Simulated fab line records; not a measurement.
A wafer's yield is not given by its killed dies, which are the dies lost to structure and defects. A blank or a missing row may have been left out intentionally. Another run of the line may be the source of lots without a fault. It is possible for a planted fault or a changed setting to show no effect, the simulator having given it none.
What tool caused it? | flow nand harc | 39 wafers from 13 lots sampled at 5 of the route's 1302 steps

WHAT THE GAUGES SHOWED, per wafer
NHARC_END_SORT_01.
lot  | measured     | on        | defect limited yield (%) | killed at array | killed at other | killed at periphery | killed dies | killed open | killed short
L310 | day 24 21:41 | prober-01 | 89.1 90.1 90.0           | 70 62 62        | 0 1 0           | 4 4 6               | 74 67 68    | 4 2 5       | 4 3 2
L311 | day 25 07:08 | prober-01 | 91.0 91.0 91.9           | 57 60 54        | 0 0 0           | 4 1 1               | 61 61 55    | 5 1 1       | 5 1 2
L312 | day 25 15:55 | prober-02 | 87.9 90.3 90.0           | 79 61 67        | 0 0 0           | 3 5 1               | 82 66 68    | 1 5 2       | 3 6 1
L313 | day 25 15:58 | prober-01 | 92.0 94.1 95.1           | 51 38 28        | 0 0 0           | 3 2 5               | 54 40 33    | 5 2 2       | 3 3 0
L317 | day 27 11:55 | prober-01 | 87.3 86.4 86.7           | 83 89 83        | 0 0 0           | 3 3 7               | 86 92 90    | 0 5 3       | 4 1 1
L319 | day 28 10:04 | prober-02 | 90.7 91.7 92.3           | 60 50 49        | 0 3 1           | 3 3 2               | 63 56 52    | 3 1 0       | 4 4 6
L320 | day 28 20:32 | prober-01 | 98.2 97.2 96.8           | 8 17 18         | 1 1 2           | 3 1 2               | 12 19 22    | 4 1 3       | 0 2 1
L322 | day 29 11:46 | prober-02 | 89.7 89.4 88.8           | 66 65 71        | 1 1 2           | 3 6 3               | 70 72 76    | 2 6 5       | 4 4 4
L323 | day 30 08:51 | prober-01 | 84.8 88.5 87.3           | 74 56 59        | 0 0 1           | 29 22 26            | 103 78 86   | 9 3 4       | 3 3 2
L327 | day 31 01:08 | prober-01 | 94.4 95.0 95.9           | 29 28 23        | 4 3 2           | 5 3 3               | 38 34 28    | 3 2 8       | 7 2 2
L333 | day 33 20:11 | prober-02 | 90.3 91.4 91.3           | 61 53 54        | 0 2 2           | 5 3 3               | 66 58 59    | 5 4 3       | 1 1 3

TOOL THAT RAN EACH LOT (tool first, then ch and the chambers of the sampled wafers, then the start)
lot  | NHARC_P_M2_DESCUM_14               | NHARC_P_M2_ETCH_35                 | NHARC_P_M2_ANNEAL_31             | NHARC_P_M2_DEP_33
L310 | rie diel-13 ch 0,2,3, day 6 07:52  | rie diel-13 ch 0,2,3, day 6 07:58  | rtp anneal-02 ch 0, day 6 09:43  | pecvd-02 ch 1,2, day 6 10:38
L311 | rie diel-13 ch 0,1,3, day 6 20:36  | rie diel-13 ch 0,1,3, day 6 20:41  | rtp anneal-01 ch 0, day 6 22:32  | pecvd-01 ch 0,1,2, day 6 23:29
L312 | rie diel-07 ch 0,1,3, day 7 03:13  | rie diel-07 ch 0,1,3, day 7 03:18  | rtp anneal-01 ch 0, day 7 05:01  | pecvd-01 ch 0,1,2, day 7 05:58
L313 | rie diel-13 ch 0,1, day 7 17:31    | rie diel-13 ch 0,1, day 7 17:36    | rtp anneal-02 ch 0, day 7 19:20  | pecvd-01 ch 0,1,2, day 7 20:14
L317 | rie diel-13 ch 0,2,3, day 9 14:46  | rie diel-13 ch 1,2,3, day 9 14:51  | rtp anneal-02 ch 0, day 9 16:35  | pecvd-02 ch 0,1,2, day 9 17:35
L319 | rie diel-07 ch 1,2,3, day 10 09:00 | rie diel-07 ch 0,2,3, day 10 09:04 | rtp anneal-02 ch 0, day 10 11:00 | pecvd-01 ch 0,1, day 10 11:54
L320 | rie diel-09 ch 0,2,3, day 11 01:30 | rie diel-09 ch 2,3, day 11 01:36   | rtp anneal-01 ch 0, day 11 03:34 | pecvd-04 ch 0,2, day 11 04:28
L322 | rie diel-13 ch 2,3, day 11 16:30   | rie diel-13 ch 0,2,3, day 11 16:35 | rtp anneal-02 ch 0, day 11 18:23 | pecvd-02 ch 0,2, day 11 19:19
L324 | rie diel-13 ch 1,3, day 12 10:04   | rie diel-13 ch 0,2,3, day 12 10:09 | rtp anneal-01, day 12 11:53      | pecvd-01 ch 1,2, day 12 12:48
L323 | rie diel-13 ch 0,2,3, day 12 11:22 | rie diel-13 ch 0,1, day 12 11:25   | rtp anneal-01, day 12 13:07      | pecvd-02 ch 0,2, day 12 14:10
L325 | rie diel-07 ch 0,2,3, day 12 16:29 | rie diel-07 ch 1,2, day 12 16:32   | rtp anneal-02, day 12 18:12      | pecvd-02 ch 1,2, day 12 19:17
L327 | rie diel-13 ch 0,1, day 13 07:51   | rie diel-13 ch 2,3, day 13 07:56   | rtp anneal-02 ch 0, day 13 10:08 | pecvd-01 ch 0,1,2, day 13 11:09
L333 | rie diel-13 ch 0,2,3, day 15 22:45 | rie diel-13 ch 0,2,3, day 15 22:50 | rtp anneal-02 ch 0, day 16 00:32 | pecvd-02 ch 1,2, day 16 01:30
- NHARC_P_M2_DESCUM_14: chemistry O2, time 3 s.
- NHARC_P_M2_ETCH_35: etches the open film in N2/H2, target depth 40 nm, overetch 12 nm, time 43.94 s.
- NHARC_P_M2_ANNEAL_31: time 90 s.
- NHARC_P_M2_DEP_33: deposits SiCN, target thk 30 nm.

WHAT THE TOOLS THEMSELVES READ (means of the sampled wafers that have a number; where no wafer has one, the mark that the record gives instead)
NHARC_P_M2_DESCUM_14.
lot  | tool        | drypump motor current A (A) | oes product au (a.u.) | rf vpp V (V) | showerhead plenum p Torr (Torr) | throttle valve pct (%)
L310 | rie diel-13 | 5.4                         | 0.998                 | 58.1         | 2.03                            | 11.319
L311 | rie diel-13 | 5.7                         | 0.998                 | 58.1         | 1.97                            | 11.318
L312 | rie diel-07 | 5.8                         | 1.010                 | 57.9         | 1.97                            | 11.315
L313 | rie diel-13 | 5.8                         | 1.005                 | 57.7         | 1.92                            | 11.315
L317 | rie diel-13 | 5.5                         | 0.996                 | 57.8         | 2.03                            | 11.312
L319 | rie diel-07 | 5.5                         | 1.002                 | 57.8         | 1.90                            | 11.307
L320 | rie diel-09 | 5.5                         | 1.000                 | 57.5         | 1.91                            | 11.315
L322 | rie diel-13 | 5.7                         | 0.996                 | 58.7         | 2.00                            | 11.297
L324 | rie diel-13 | 6.0                         | 0.997                 | 57.9         | 1.90                            | 11.314
L323 | rie diel-13 | 5.5                         | 1.004                 | 58.5         | 2.03                            | 11.312
L325 | rie diel-07 | 5.6                         | 1.008                 | 57.9         | 1.90                            | 11.310
L327 | rie diel-13 | 5.4                         | 1.004                 | 58.3         | 1.99                            | 11.313
L333 | rie diel-13 | 5.5                         | 0.994                 | 57.6         | 2.03                            | 11.306

NHARC_P_M2_ETCH_35.
lot  | tool        | drypump motor current A (A) | oes product au (a.u.) | rf vpp V (V) | showerhead plenum p Torr (Torr) | throttle valve pct (%)
L310 | rie diel-13 | 5.5                         | 1.004                 | 434.2        | 2.17                            | 14.171
L311 | rie diel-13 | 5.7                         | 1.002                 | 432.4        | 2.10                            | 14.172
L312 | rie diel-07 | 5.8                         | 1.009                 | 432.8        | 2.10                            | 14.162
L313 | rie diel-13 | 5.8                         | 0.991                 | 431.0        | 2.05                            | 14.177
L317 | rie diel-13 | 5.8                         | 1.004                 | 432.3        | 2.09                            | 14.175
L319 | rie diel-07 | 5.6                         | 0.998                 | 430.0        | 2.03                            | 14.173
L320 | rie diel-09 | 5.5                         | 1.005                 | 429.5        | 1.99                            | 14.177
L322 | rie diel-13 | 5.5                         | 0.999                 | 434.7        | 2.16                            | 14.168
L324 | rie diel-13 | 5.4                         | 1.000                 | 434.0        | 2.16                            | 14.163
L323 | rie diel-13 | 5.4                         | 1.005                 | 433.2        | 2.12                            | 14.171
L325 | rie diel-07 | 5.3                         | 1.015                 | 428.9        | 1.97                            | 14.176
L327 | rie diel-13 | 5.7                         | 1.010                 | 433.3        | 2.13                            | 14.173
L333 | rie diel-13 | 5.5                         | 0.997                 | 433.7        | 2.16                            | 14.178

NHARC_P_M2_ANNEAL_31.
lot  | tool          | anneal temp c (C) | anneal temp c max | wafer_temp_C_max
L310 | rtp anneal-02 | 225.09            | 225.90            | 226.0
L311 | rtp anneal-01 | 225.17            | 226.35            | 225.7
L312 | rtp anneal-01 | 225.05            | 226.16            | 225.7
L313 | rtp anneal-02 | 224.93            | 225.94            | 225.8
L317 | rtp anneal-02 | 224.97            | 226.02            | 225.8
L319 | rtp anneal-02 | 224.99            | 226.24            | 225.8
L320 | rtp anneal-01 | 225.01            | 226.29            | 225.6
L322 | rtp anneal-02 | 225.11            | 226.02            | 226.2
L324 | rtp anneal-01 | -                 | -                 | -
L323 | rtp anneal-01 | -                 | -                 | -
L325 | rtp anneal-02 | -                 | -                 | -
L327 | rtp anneal-02 | 224.71            | 225.79            | 226.0
L333 | rtp anneal-02 | 224.94            | 226.06            | 226.5

NHARC_P_M2_DEP_33.
lot  | tool     | chamber pressure Torr (Torr) | heater power w (W) | showerhead vpp V (V)
L310 | pecvd-02 | 3.006                        | 664                | 1371
L311 | pecvd-01 | 2.990                        | 648                | 1291
L312 | pecvd-01 | 2.997                        | 644                | 1297
L313 | pecvd-01 | 3.000                        | 589                | 1308
L317 | pecvd-02 | 2.998                        | 613                | 1313
L319 | pecvd-01 | 2.998                        | 617                | 1294
L320 | pecvd-04 | 2.997                        | 561                | 1263
L322 | pecvd-02 | 3.005                        | 656                | 1333
L324 | pecvd-01 | 3.003                        | 606                | 1258
L323 | pecvd-02 | 3.000                        | 644                | 1299
L325 | pecvd-02 | 2.999                        | 704                | 1363
L327 | pecvd-01 | 2.998                        | 623                | 1297
L333 | pecvd-02 | 3.003                        | 614                | 1352

THE ANSWER, worked out from the rows above alone
Rule: the lots themselves supply what counts as usual. The widest of any qualifying gaps counts: lots, ordered by their means at a reading, are off when they make up no more than a third of the lots, leave a main group of 4 or more, and stand apart from it by 3 or more times the standard deviation of that group's means. The tables above print the reading to a certain number of digits; a main group whose means all agree to those digits is not used. Also off: a lot with no number at a reading for which 4 or more lots have one. Where the step has rows for the other lots, those lots are counted as sound. First the gauges in route order, then the tools' own readings, where a lot's mean is used as printed above. At the first step where some lot is off, the reading lying furthest off is the one used; lots without a number count as furthest.
Off at NHARC_END_SORT_01 (killed at periphery): L323. For the main group the mean is 3.3 and the standard deviation 0.87. Neither off nor sound, because the step has no rows for them: L324, L325.
A tool fits if, at a process step before that reading, it ran every lot that is off, and no sound lot after the first of them. Not tried: the gauges at NHARC_END_SORT_01; whatever is off there is also off at NHARC_P_M2_ANNEAL_31, on other tools, and gauge error can't account for it. One fits: rtp anneal-01 at NHARC_P_M2_ANNEAL_31. A fault onset in the window from L320 (day 11 03:34, its last sound lot) to L323 (day 12 13:07, its first lot off) fits.
Blank at NHARC_P_M2_ANNEAL_31 on the lots that are off, where sound lots have numbers: anneal temp c, anneal temp c max, wafer_temp_C_max.

WHAT HAD BEEN PUT IN BY THE SIMULATOR
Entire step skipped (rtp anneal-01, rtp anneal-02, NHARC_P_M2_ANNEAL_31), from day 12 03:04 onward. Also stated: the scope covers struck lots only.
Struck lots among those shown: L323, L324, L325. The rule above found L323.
